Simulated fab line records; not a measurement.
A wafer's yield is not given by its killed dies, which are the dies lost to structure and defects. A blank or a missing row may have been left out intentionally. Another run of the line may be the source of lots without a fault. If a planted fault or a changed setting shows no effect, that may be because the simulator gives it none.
Which of the tools did it? | flow nand-harc | 24 lots with 72 wafers sampled at 2 steps, on a route of 1302 steps

## WHAT THE GAUGES SHOWED, per wafer
NHARC_A_M1_THK_MEAS_24: measures by xrf. Usual: thk-nm 154.6 nm, standard deviation 1.4.
lot  | measured     | on            | thk-nm (nm)       | flag
L074 | day 23 04:56 | film-metro-01 | 155.2 154.2 154.6 |
L075 | day 23 05:59 | film-metro-01 | 151.6 151.5 153.1 |
L077 | day 24 00:42 | film-metro-02 | 154.0 153.3 153.6 |
L076 | day 24 01:15 | film-metro-01 | 154.4 152.2 152.9 |
L078 | day 24 07:32 | film-metro-02 | 155.2 153.8 155.5 |
L079 | day 24 17:27 | film-metro-02 | 155.8 154.9 154.4 |
L080 | day 25 12:26 | film-metro-02 | 155.4 152.4 153.7 |
L081 | day 25 13:40 | film-metro-02 | 155.4 152.9 154.0 |
L082 | day 26 03:50 | film-metro-02 | 152.7 152.8 153.7 |
L083 | day 26 15:11 | film-metro-02 | 154.3 151.3 155.3 |
L084 | day 27 15:07 | film-metro-02 | 154.9 153.7 152.4 |
L085 | day 27 16:44 | film-metro-01 | 152.0 155.0 154.5 |
L086 | day 27 18:55 | film-metro-01 | 152.7 153.5 154.1 |
L087 | day 28 05:59 | film-metro-02 | 153.0 155.5 153.5 |
L089 | day 29 00:14 | film-metro-02 | 155.6 153.9 154.3 |
L088 | day 29 08:31 | film-metro-01 | 154.5 156.2 155.1 |
L091 | day 29 15:04 | film-metro-02 | 154.0 155.3 155.8 |
L090 | day 30 10:22 | film-metro-01 | 156.2 156.2 156.2 |
L092 | day 30 23:06 | film-metro-02 | 153.0 154.8 155.5 |
L095 | day 31 04:47 | film-metro-01 | 154.5 156.7 157.8 |
L093 | day 31 09:07 | film-metro-01 | 154.5 153.5 154.5 |
L094 | day 31 09:38 | film-metro-01 | 156.4 156.3 152.9 |
L096 | day 31 18:10 | film-metro-02 | 156.6 157.8 156.8 |
L097 | day 32 15:29 | film-metro-02 | 157.1 155.3 158.4 |

NHARC_A_M1_INSPECT_27. Usual: raw-defect-count 549, standard deviation 110.
lot  | measured     | on                | raw-defect-count | flag
L074 | day 23 05:05 | defect-inspect-01 | 411 301 470      |
L075 | day 23 06:09 | defect-inspect-01 | 639 483 675      |
L077 | day 24 00:52 | defect-inspect-01 | 548 502 614      |
L076 | day 24 01:25 | defect-inspect-02 | 533 341 456      |
L078 | day 24 07:42 | defect-inspect-02 | 686 508 820      |
L079 | day 24 17:36 | defect-inspect-01 | 603 516 477      |
L080 | day 25 12:35 | defect-inspect-02 | 458 475 418      |
L081 | day 25 13:49 | defect-inspect-01 | 499 679 692      |
L082 | day 26 03:59 | defect-inspect-02 | 326 447 436      |
L083 | day 26 15:20 | defect-inspect-01 | 565 486 552      |
L084 | day 27 15:16 | defect-inspect-02 | 640 494 468      |
L085 | day 27 16:54 | defect-inspect-02 | 558 520 494      |
L086 | day 27 19:05 | defect-inspect-01 | 419 472 538      |
L087 | day 28 06:08 | defect-inspect-01 | 467 607 795      |
L089 | day 29 00:23 | defect-inspect-01 | 571 951 639      |
L088 | day 29 08:40 | defect-inspect-02 | 546 527 689      |
L091 | day 29 15:14 | defect-inspect-02 | 520 580 722      |
L090 | day 30 10:31 | defect-inspect-02 | 466 561 480      |
L092 | day 30 23:16 | defect-inspect-02 | 467 536 432      |
L095 | day 31 04:57 | defect-inspect-02 | 661 679 751      |
L093 | day 31 09:17 | defect-inspect-01 | 603 550 588      |
L094 | day 31 09:47 | defect-inspect-01 | 426 598 511      |
L096 | day 31 18:22 | defect-inspect-02 | 689 599 670      |
L097 | day 32 15:39 | defect-inspect-01 | 667 566 498      |

## EACH LOT AND THE TOOL THAT RAN IT (in order: tool; ch and the chambers of the sampled wafers; start)
Before these readings, the record contains no process step.

## WHAT THE TOOLS THEMSELVES READ (means of the sampled wafers that have a number; where no wafer has one, the mark that the record gives instead)
The record holds no such reading with a usual standard deviation.

## THE ANSWER, worked out from the rows above alone
Rule: lot off if the mean of its wafers having a number is beyond 3 standard deviations from the usual mean. Also off: a lot with no number at a reading for which 4 or more lots have one. The other lots that the step has rows for count as sound. After the gauges, taken in route order, come the tools' own readings; for these a lot's mean is taken, as printed above. The first step at which some lot is off is used, and at that step the reading that is off furthest; a lot without a number counts as furthest.
Nothing can be told from this: no lot is off at any reading shown.

## WHAT THE SIMULATOR HAD INSERTED
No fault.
